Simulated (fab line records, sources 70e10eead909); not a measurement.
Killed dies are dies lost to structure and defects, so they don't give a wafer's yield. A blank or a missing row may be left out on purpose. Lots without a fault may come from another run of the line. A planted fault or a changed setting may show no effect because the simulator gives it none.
Which tool did it? | flow nand_harc | 13 lots, 39 wafers sampled, at 5 steps of a route of 1159

WHAT THE GAUGES READ, wafer by wafer
NHARC_A_SIN_REMOVE_INSPECT_04.
lot  | measured     | on                | raw_defect_count
L623 | day 13 21:11 | defect_inspect-01 | 346 405 289
L624 | day 15 00:34 | defect_inspect-01 | 318 291 253
L626 | day 15 11:25 | defect_inspect-01 | 262 285 259
L625 | day 15 11:26 | defect_inspect-02 | 251 318 256
L627 | day 15 11:26 | defect_inspect-01 | 307 226 468
L631 | day 16 01:14 | defect_inspect-01 | 352 244 303
L629 | day 16 08:39 | defect_inspect-01 | 284 500 315
L630 | day 17 00:39 | defect_inspect-01 | 343 262 272
L637 | day 18 03:51 | defect_inspect-01 | 347 418 277
L639 | day 18 22:10 | defect_inspect-01 | 318 439 510
L642 | day 19 06:37 | defect_inspect-01 | 397 513 348
L645 | day 20 15:03 | defect_inspect-02 | 255 330 322
L644 | day 20 15:03 | defect_inspect-01 | 453 425 342

NHARC_END_SORT_01.
lot  | measured     | on        | killed_at_array | killed_at_other | killed_at_periphery | killed_dies | killed_open | killed_short
L631 | day 20 20:20 | prober-02 | 22 24 33        | 1 0 0           | 0 4 0               | 23 28 33    | 0 8 3       | 1 1 0
L639 | day 23 17:27 | prober-02 | 41 39 36        | 1 2 1           | 3 8 4               | 45 49 41    | 2 4 3       | 5 2 0
L645 | day 24 17:34 | prober-02 | 28 53 36        | 0 1 0           | 0 3 0               | 28 57 36    | 0 4 3       | 0 2 1

WHICH TOOL RAN EACH LOT (tool, then ch and the chambers of the sampled wafers, then the start)
lot  | NHARC_A_WL_FILL_ALD_00           | NHARC_A_WL_FILL_ETCHBACK_04       | NHARC_A_WL_FILL_STRIP_27
L623 | ald_hk-02 ch 2,3, day 13 21:14   | rie_metal-02 ch 0, day 14 07:16   | plasma_asher-02 ch 0,1, day 14 07:40
L624 | ald_hk-03 ch 0,1,2, day 15 00:38 | rie_metal-01 ch 0,1, day 15 08:50 | plasma_asher-01 ch 0,1, day 15 09:14
L626 | ald_hk-02 ch 0,2,3, day 15 11:29 | rie_metal-03 ch 0,1, day 15 15:45 | plasma_asher-01 ch 0,1, day 15 16:08
L625 | ald_hk-03 ch 0,1,3, day 15 11:29 | rie_metal-02 ch 0,1, day 15 15:54 | plasma_asher-02 ch 0, day 15 16:16
L627 | ald_hk-01 ch 0,2, day 15 11:32   | rie_metal-02 ch 0,1, day 15 18:37 | plasma_asher-01 ch 1, day 15 18:59
L631 | ald_hk-01 ch 2,3, day 16 01:47   | rie_metal-03 ch 0,1, day 16 06:23 | plasma_asher-01 ch 0,1, day 16 06:45
L629 | ald_hk-01 ch 1,2,3, day 16 08:44 | rie_metal-03 ch 1, day 16 17:35   | plasma_asher-01 ch 0,1, day 16 17:57
L630 | ald_hk-01 ch 0,1,2, day 17 00:44 | rie_metal-01 ch 0,1, day 17 05:07 | plasma_asher-01 ch 0,1, day 17 05:34
L637 | ald_hk-03 ch 0,1,3, day 18 09:19 | rie_metal-03 ch 0,1, day 18 14:48 | plasma_asher-01 ch 0,1, day 18 15:11
L639 | ald_hk-03 ch 1,2, day 19 00:05   | rie_metal-03 ch 0,1, day 19 04:26 | plasma_asher-01 ch 0,1, day 19 04:47
L642 | ald_hk-02 ch 0,1,3, day 19 06:40 | rie_metal-02 ch 0,1, day 19 14:43 | plasma_asher-01 ch 0,1, day 19 15:37
L645 | ald_hk-01 ch 0,2, day 20 15:09   | rie_metal-01 ch 0,1, day 20 21:35 | plasma_asher-02 ch 0,1, day 20 21:58
L644 | ald_hk-01 ch 1,2, day 20 15:17   | rie_metal-02 ch 0,1, day 20 22:21 | plasma_asher-02 ch 0,1, day 20 22:43
- NHARC_A_WL_FILL_ALD_00: deposits Al2O3, target thk 3 nm, pulse time 3 s, ald cycles 30.
- NHARC_A_WL_FILL_ETCHBACK_04: etches the open film in NF3, target depth 60 nm, time 120 s.
- NHARC_A_WL_FILL_STRIP_27: strips in N2/H2, time 20 s.

WHAT THE TOOLS THEMSELVES READ (means of the sampled wafers that have a number; where no wafer has one, the mark that the record gives instead)
NHARC_A_WL_FILL_ALD_00.
lot  | tool      | heater_power_w (W) | precursor_pulse_height_rel
L623 | ald_hk-02 | 409                | 0.993
L624 | ald_hk-03 | 468                | 1.001
L626 | ald_hk-02 | 465                | 0.988
L625 | ald_hk-03 | 539                | 0.982
L627 | ald_hk-01 | 501                | 1.000
L631 | ald_hk-01 | 555                | 0.998
L629 | ald_hk-01 | 519                | 0.985
L630 | ald_hk-01 | 504                | 0.987
L637 | ald_hk-03 | 536                | 0.988
L639 | ald_hk-03 | 488                | 1.012
L642 | ald_hk-02 | 489                | 0.996
L645 | ald_hk-01 | 507                | 0.997
L644 | ald_hk-01 | 514                | 0.996

NHARC_A_WL_FILL_ETCHBACK_04.
lot  | tool         | drypump_motor_current_A (A) | oes_product_au (a.u.) | run_length_s (s)
L623 | rie_metal-02 | 5.9                         | 1.002                 | 140.7
L624 | rie_metal-01 | 6.0                         | 1.009                 | 140.7
L626 | rie_metal-03 | 5.6                         | 0.986                 | 141.0
L625 | rie_metal-02 | 6.0                         | 0.993                 | 141.1
L627 | rie_metal-02 | 5.9                         | 0.995                 | 140.8
L631 | rie_metal-03 | 5.6                         | 0.997                 | 141.3
L629 | rie_metal-03 | 5.5                         | 0.996                 | 141.6
L630 | rie_metal-01 | 5.5                         | 1.007                 | 141.0
L637 | rie_metal-03 | 5.6                         | 1.004                 | 136.4
L639 | rie_metal-03 | 5.6                         | 1.007                 | 136.1
L642 | rie_metal-02 | 5.9                         | 1.005                 | 140.8
L645 | rie_metal-01 | 5.5                         | 1.009                 | 141.0
L644 | rie_metal-02 | 5.9                         | 1.002                 | 141.0

NHARC_A_WL_FILL_STRIP_27.
lot  | tool            | drypump_motor_current_A (A) | heater_power_w (W)
L623 | plasma_asher-02 | 5.1                         | 362
L624 | plasma_asher-01 | 5.4                         | 330
L626 | plasma_asher-01 | 5.5                         | 337
L625 | plasma_asher-02 | 4.8                         | 374
L627 | plasma_asher-01 | 5.2                         | 325
L631 | plasma_asher-01 | 5.3                         | 330
L629 | plasma_asher-01 | 5.4                         | 332
L630 | plasma_asher-01 | 5.5                         | 338
L637 | plasma_asher-01 | 5.5                         | 335
L639 | plasma_asher-01 | 5.5                         | 334
L642 | plasma_asher-01 | 5.4                         | 332
L645 | plasma_asher-02 | 5.1                         | 340
L644 | plasma_asher-02 | 5.5                         | 335

THE ANSWER, worked out from the rows above alone
Rule: what is usual is taken from the lots themselves. Put in order of their means at a reading, lots are off if they are a third of the lots or fewer, leave a main group of 4 or more, and stand apart from it by a gap of 3 or more times the standard deviation of the main group's means; of several such gaps the widest counts. A main group whose means are all the same, to the digits that the tables above print for the reading, isn't used. A lot without any number at a reading at which 4 lots or more have one is off too. The other lots that the step has rows for count as sound. The gauges are gone through in route order, then the tools' own readings, and for those a lot's mean is taken as printed above. The first step at which some lot is off is used, and at that step the reading that is off furthest; a lot without a number counts as furthest.
Off: L637, L639, at NHARC_A_WL_FILL_ETCHBACK_04 (run_length_s). The main group: mean 141.0 s, standard deviation 0.26.
A tool fits if, at that step or a process step before it, it ran every lot that is off, and no sound lot after the first of them. Can't be told from this: 2 tools fit, ald_hk-03 at NHARC_A_WL_FILL_ALD_00, rie_metal-03 at NHARC_A_WL_FILL_ETCHBACK_04.

WHAT THE SIMULATOR HAD PUT IN
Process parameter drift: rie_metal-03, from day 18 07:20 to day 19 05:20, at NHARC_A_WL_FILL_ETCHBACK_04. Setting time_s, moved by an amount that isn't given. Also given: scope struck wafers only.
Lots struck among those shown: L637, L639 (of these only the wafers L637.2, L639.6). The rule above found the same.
